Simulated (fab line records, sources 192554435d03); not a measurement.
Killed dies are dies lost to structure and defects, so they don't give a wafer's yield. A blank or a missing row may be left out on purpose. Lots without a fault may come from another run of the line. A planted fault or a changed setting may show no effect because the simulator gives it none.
One fault seen from 3 desks | flow n5_finfet | each desk has only its own numbers; what lay behind them comes last

THE DEFECT DESK
What the inspections along the route counted, lot by lot: means of the sampled wafers that have a number. A lot is out of limits, marked OUT, if its mean lies more than 4 standard deviations from the usual mean; the brackets give that distance.
Columns: A = raw_defect_count at N5_DUMMY_GATE_INSPECT_17, usual 201
lot  | first seen here | A
L858 | day 2 22:16     | 195
L868 | day 5 13:13     | 166
L869 | day 5 19:05     | 168
L870 | day 5 23:35     | 201
L876 | day 7 10:33     | 215
L879 | day 8 03:25     | 160
This desk's finding: nothing out of limits on any of the 6 lots.

THE METROLOGY DESK
What the gauges read, lot by lot, whatever tool the lot ran on: means of the sampled wafers that have a number. A lot is out of limits, marked OUT, if its mean lies more than 4 standard deviations from the usual mean; the brackets give that distance. Of its 12 readings 7 are shown: those that lie furthest out on some lot.
Columns: A = cd_nm at N5_DUMMY_GATE_CD_MEAS_15, usual 25.08 nm; B = GATE_OVL at N5_DUMMY_GATE_OVL_MEAS_16, usual 0.3 nm; C = IOFF_P at N5_BEOL_M4_RC_MEAS_101, usual 0.21 nA/um; D = ION_N at N5_BEOL_M4_RC_MEAS_101, usual 674 uA/um; E = ION_P at N5_BEOL_M4_RC_MEAS_101, usual 462 uA/um; F = SS_N at N5_BEOL_M4_RC_MEAS_101, usual 71.6 mV/dec; G = VT_P at N5_BEOL_M4_RC_MEAS_101, usual -250 mV
lot  | first seen here | A     | B    | C    | D   | E   | F    | G
L858 | day 2 22:10     | 24.98 | 0.6  | 0.21 | 690 | 474 | 71.2 | -249
L868 | day 5 13:07     | 24.99 | -0.3 | 0.22 | 675 | 467 | 71.4 | -247
L869 | day 5 18:59     | 24.87 | 0.3  | 0.22 | 669 | 468 | 71.6 | -249
L870 | day 5 23:29     | 25.01 | 1.2  | 0.19 | 669 | 463 | 71.0 | -252
L876 | day 7 10:27     | 25.44 | 0.6  | 0.22 | 683 | 474 | 70.6 | -248
L879 | day 8 03:19     | 24.85 | 0.6  | 0.26 | 679 | 469 | 71.4 | -246
This desk's finding: nothing out of limits on any of the 6 lots.

THE TOOL OWNER'S DESK: rie_diel-02
The tool's own readings at N5_DUMMY_GATE_DESCUM_20 (chemistry O2, time 6.2 s): means of the sampled wafers that have a number, for each lot that ran on this tool. A lot is out of limits, marked OUT, if its mean lies more than 4 standard deviations from the usual mean; the brackets give that distance.
Columns: A = drypump_motor_current_A at N5_DUMMY_GATE_DESCUM_20, usual 5.6 A; B = oes_product_au at N5_DUMMY_GATE_DESCUM_20, usual 0.77 a.u.; C = rf_vpp_V at N5_DUMMY_GATE_DESCUM_20, usual 243.5 V; D = showerhead_plenum_p_Torr at N5_DUMMY_GATE_DESCUM_20, usual 2.11 Torr; E = throttle_valve_pct at N5_DUMMY_GATE_DESCUM_20, usual 20.45 %
lot  | first seen here | A   | B    | C     | D    | E
L858 | day 2 22:18     | 5.7 | 0.84 | 244.3 | 2.15 | 20.46
L868 | day 5 13:15     | 5.9 | 0.81 | 244.7 | 2.16 | 20.60
L869 | day 5 19:27     | 6.0 | 0.82 | 245.6 | 2.22 | 20.43
This desk's finding: nothing out of limits on any of the 3 lots.

PUT TOGETHER
The defect desk saw nothing out of limits.
The metrology desk saw nothing out of limits.
The tool owner's desk saw nothing out of limits.

WHAT THE SIMULATOR HAD PUT IN
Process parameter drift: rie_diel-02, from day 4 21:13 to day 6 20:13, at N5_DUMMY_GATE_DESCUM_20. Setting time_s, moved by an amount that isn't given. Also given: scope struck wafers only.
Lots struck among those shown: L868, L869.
